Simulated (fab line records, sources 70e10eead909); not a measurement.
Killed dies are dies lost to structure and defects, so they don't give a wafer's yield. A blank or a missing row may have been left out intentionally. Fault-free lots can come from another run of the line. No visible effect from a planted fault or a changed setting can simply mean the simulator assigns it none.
What tool caused it? -- flow nand harc -- 72 wafers from 24 lots sampled at 2 of the route's 1159 steps

WHAT THE GAUGES SHOWED, per wafer
NHARC_P_M0_CD_MEAS_16.
lot,measured,on,cd nm (nm)
L074,day 5 15:34,cd sem-03,90.5 91.0 90.2
L075,day 6 01:38,cd sem-03,89.6 89.3 89.0
L077,day 6 15:07,cd sem-03,90.8 90.5 89.7
L076,day 6 15:25,cd sem-02,89.9 89.4 89.8
L078,day 7 00:13,cd sem-02,88.4 89.7 89.5
L079,day 7 00:21,cd sem-01,90.5 90.5 90.5
L080,day 7 21:19,cd sem-01,89.8 90.5 90.3
L082,day 7 21:51,cd sem-01,89.6 89.7 90.0
L081,day 7 22:01,cd sem-01,90.0 89.8 89.7
L083,day 8 05:41,cd sem-01,90.2 90.8 89.8
L084,day 8 15:01,cd sem-03,90.2 88.5 89.5
L085,day 8 23:52,cd sem-02,89.8 90.0 89.5
L086,day 9 00:24,cd sem-03,90.0 89.4 89.2
L087,day 9 11:54,cd sem-03,90.3 89.9 90.0
L089,day 9 12:23,cd sem-03,89.3 89.5 90.1
L088,day 9 12:56,cd sem-03,90.6 89.6 89.5
L090,day 9 20:14,cd sem-02,90.6 90.0 89.1
L091,day 9 21:54,cd sem-02,89.8 89.5 89.9
L093,day 10 18:25,cd sem-03,90.9 90.4 90.1
L092,day 10 18:55,cd sem-03,88.9 89.4 90.0
L095,day 10 19:53,cd sem-03,89.6 89.8 89.9
L094,day 10 21:37,cd sem-03,89.8 90.0 89.2
L096,day 11 05:38,cd sem-03,89.0 90.5 89.6
L097,day 11 06:18,cd sem-02,89.1 90.8 90.5

TOOL THAT RAN EACH LOT (tool first, then ch and the chambers of the sampled wafers, then the start)
lot,NHARC_P_GATE_STRIP_75
L074,"plasma asher-02 ch 0,1, day 5 03:05"
L075,"plasma asher-02 ch 0,1, day 5 10:28"
L077,"plasma asher-01 ch 0,1, day 5 22:04"
L076,"plasma asher-02 ch 0, day 5 22:25"
L078,"plasma asher-01 ch 0,1, day 6 08:43"
L079,"plasma asher-01 ch 0,1, day 6 09:22"
L080,"plasma asher-01 ch 0,1, day 7 01:26"
L082,"plasma asher-01 ch 0,1, day 7 01:47"
L081,"plasma asher-01 ch 0,1, day 7 02:10"
L083,"plasma asher-01 ch 0,1, day 7 17:05"
L084,"plasma asher-01 ch 1, day 7 22:37"
L085,"plasma asher-01 ch 0,1, day 8 11:44"
L086,"plasma asher-01 ch 0,1, day 8 12:07"
L087,"plasma asher-01 ch 0,1, day 8 16:44"
L089,"plasma asher-01 ch 0,1, day 8 18:09"
L088,"plasma asher-01 ch 0,1, day 8 18:31"
L090,"plasma asher-02 ch 0,1, day 9 07:55"
L091,"plasma asher-01 ch 1, day 9 09:47"
L093,"plasma asher-02 ch 0,1, day 10 01:23"
L092,"plasma asher-01 ch 0,1, day 10 01:46"
L095,"plasma asher-01 ch 0,1, day 10 07:40"
L094,"plasma asher-01 ch 0,1, day 10 08:41"
L096,"plasma asher-01 ch 0,1, day 10 17:33"
L097,"plasma asher-02 ch 0,1, day 10 17:51"
- NHARC_P_GATE_STRIP_75: strips in O2.

AS READ BY THE TOOLS THEMSELVES (means over the sampled wafers that have a number; for cases with no such wafer, the mark the record gives instead)
NHARC_P_GATE_STRIP_75.
lot,tool,drypump motor current A (A),heater power w (W)
L074,plasma asher-02,5.6,331
L075,plasma asher-02,6.0,353
L077,plasma asher-01,5.9,336
L076,plasma asher-02,5.2,313
L078,plasma asher-01,5.8,336
L079,plasma asher-01,5.6,331
L080,plasma asher-01,5.9,337
L082,plasma asher-01,5.8,336
L081,plasma asher-01,5.9,338
L083,plasma asher-01,5.9,334
L084,plasma asher-01,6.1,351
L085,plasma asher-01,5.9,337
L086,plasma asher-01,5.6,328
L087,plasma asher-01,5.6,324
L089,plasma asher-01,5.6,322
L088,plasma asher-01,5.8,337
L090,plasma asher-02,6.0,331
L091,plasma asher-01,6.1,352
L093,plasma asher-02,6.0,333
L092,plasma asher-01,5.9,336
L095,plasma asher-01,5.6,323
L094,plasma asher-01,5.8,343
L096,plasma asher-01,5.8,342
L097,plasma asher-02,5.7,320

THE ANSWER, worked out from the rows above alone
Rule: the usual values come from the lots themselves. The widest of any qualifying gaps counts: lots, ordered by their means at a reading, are off when they make up no more than a third of the lots, leave a main group of 4 or more, and stand apart from it by 3 or more times the standard deviation of that group's means. If all means in a main group match to the digits the tables above print for the reading, that group is not used. A lot without any number at a reading at which 4 lots or more have one is off too. Where the step has rows for the other lots, those lots are counted as sound. First the gauges in route order, then the tools' own readings, where a lot's mean is used as printed above. The first step at which some lot is off is used, and at that step the reading that is off furthest; a lot without a number counts as furthest.
No lot is off on any of the readings shown, so nothing can be concluded from this.

WHAT HAD BEEN PUT IN BY THE SIMULATOR
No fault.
